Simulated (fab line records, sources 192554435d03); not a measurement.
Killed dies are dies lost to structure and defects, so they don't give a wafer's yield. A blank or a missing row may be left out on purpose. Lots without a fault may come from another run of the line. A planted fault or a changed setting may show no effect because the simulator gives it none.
A struck lot beside a sound one | flow n5_finfet | 39 steps out of a route of 1938
Sound: wafers L622.1, L622.2, L622.6. Struck: wafers L629.3, L629.4, L629.5. The cause comes at the end.
At each step with rows: each side's tool, then ch and its chambers, then its first start. Under that, the readings that differ: sound wafers | struck wafers | difference of the means | sigmas: that difference in standard deviations of wafers without a fault.
alike: readings whose means differ by less than 2 such deviations, and words and numbers that are the same on both sides. not compared: withheld readings, readings that some wafer has no value for, bounds like >300 that may hide the same value, and numbers for which the record gives no deviation and whose values overlap.
The two part at a step that has a row with sigmas, a row that says differs or no value, or rows on one side only. Numbers that don't overlap but have no deviation are shown without sigmas and don't part them. A reading that every wafer of one side lacks parts them only if that side has two wafers or more.

first, 11 steps without rows for these wafers: N5_BEOL_M1_STRIP_65 (strips in N2/H2); N5_BEOL_M1_STRIP_75 (strips in N2/H2); N5_BEOL_M1_STRIP_66 (strips in CF4); N5_BEOL_M1_HM_OPEN_17 (chemistry Cl2/BCl3, target TiN, target depth 20 nm, overetch 6 nm); N5_BEOL_M1_STRIP_19 (strips in O2); N5_BEOL_M1_COAT_67 (time 60 s, resist thk 60 nm); N5_BEOL_M1_COAT_68 (time 60 s, resist thk 12 nm); N5_BEOL_M1_COAT_76 (time 60 s, resist thk 5 nm); N5_BEOL_M1_COAT_22 (resist thk 30 nm); N5_BEOL_M1_EBR_24; N5_BEOL_M1_SOFTBAKE_23 (time 60 s).
N5_BEOL_M1_EXPOSE_25: exposes mask V0, defocus 5 nm, target cd 24 nm.
  sound on euv_scanner-01 ch 0, day 6 10:50; struck on euv_scanner-01 ch 0, day 8 13:45
  reading                         | sound          | struck         | difference | sigmas
  model.BEOL_M1.overlay_x_nm (nm) | -0.4 -0.4 -0.4 | 11.4 11.4 11.4 | +11.8      |
  alike: mask, stage_msd_nm
then, 2 steps without rows for these wafers: N5_BEOL_M1_PEB_26 (peb time 60 s); N5_BEOL_M1_DEVELOP_27 (develop time 30 s).
N5_BEOL_M1_OVL_MEAS_29:
  sound on overlay-01 ch 0, day 6 11:01; struck on overlay-02 ch 0, day 8 13:55
  reading     | sound          | struck         | difference | sigmas
  V0_OVL (nm) | -0.2 -0.4 -0.9 | 12.4 11.5 12.6 | +12.7      | +19
then, 22 steps without rows for these wafers: N5_BEOL_M1_DESCUM_33 (chemistry O2, time 7 s); N5_BEOL_M1_ETCH_77 (etches underlayer in N2/H2, target depth 6.5 nm, time 5.2 s); N5_BEOL_M1_ETCH_69 (etches SiARC in CF4, target depth 15.6 nm, time 26 s); N5_BEOL_M1_ALD_98 (deposits SiO2, target thk 2.5 nm, pulse time 1 s, co reactant pulse time 1 s); N5_BEOL_M1_ETCHBACK_99 (etches SiO2 in CHF3, target depth 5 nm, time 10.4 s); N5_BEOL_M1_ETCH_70 (etches SOC in N2/H2, target depth 80 nm, overetch 16 nm, time 120 s); N5_BEOL_M1_STRIP_71 (strips in N2/H2); N5_BEOL_M1_STRIP_78 (strips in N2/H2); N5_BEOL_M1_VIA_ETCH_34 (etches the open film in C4F6/O2, target depth 67.8 nm, time 64.4 s); N5_BEOL_M1_STRIP_83 (strips in C4F6/O2); N5_BEOL_M1_STRIP_36 (strips in N2/H2); N5_BEOL_M1_TRENCH_ETCH_37 (etches SiOC in C4F6/O2, target depth 55.207 nm, time 29 s); N5_BEOL_M1_ETCH_41 (etches SiCN in CH3F/O2, target depth 31.9 nm, time 57.8 s); N5_BEOL_M1_STRIP_97 (strips in N2/H2, time 10 s); N5_BEOL_M1_HM_STRIP_39 (strips TiN in peroxide tin strip, target depth 25 nm, time 158 s); N5_BEOL_M1_SRD_40 (time 30 s); N5_BEOL_M1_PRECLEAN_42 (cleans in residue remover, time 60 s); N5_BEOL_M1_SRD_43 (time 30 s); N5_BEOL_M1_DEGAS_44 (time 60 s); N5_BEOL_M1_PRE_CLEAN_45 (time 30 s); N5_BEOL_M1_ALD_84 (deposits TaN, pulse time 2 s, purge time 3 s, co reactant purge time 2 s); N5_BEOL_M1_SURFACE_TREAT_85.
-- the record jumps here: 3 days lie between the struck wafers' starts before and after (it left off in module BEOL_M1 and takes up again in module BEOL_M4, whose first step shown is number 1111 of the route) --
N5_BEOL_M4_RC_MEAS_101:
  sound on prober-01 ch 0, day 8 02:45; struck on prober-02 ch 0, day 11 14:00
  alike: DIBL_N, DIBL_P, IOFF_N, IOFF_P, ION_N, ION_P, SS_N, SS_P, VT_N, VT_P
then, 1 step without rows for these wafers: N5_PASSIVATION_PROBE_49.

WHERE THEY PART
Only at N5_BEOL_M1_OVL_MEAS_29, within this record. Later steps at which nothing parts them and some readings are alike: N5_BEOL_M4_RC_MEAS_101.

WHY: what the simulator had put in
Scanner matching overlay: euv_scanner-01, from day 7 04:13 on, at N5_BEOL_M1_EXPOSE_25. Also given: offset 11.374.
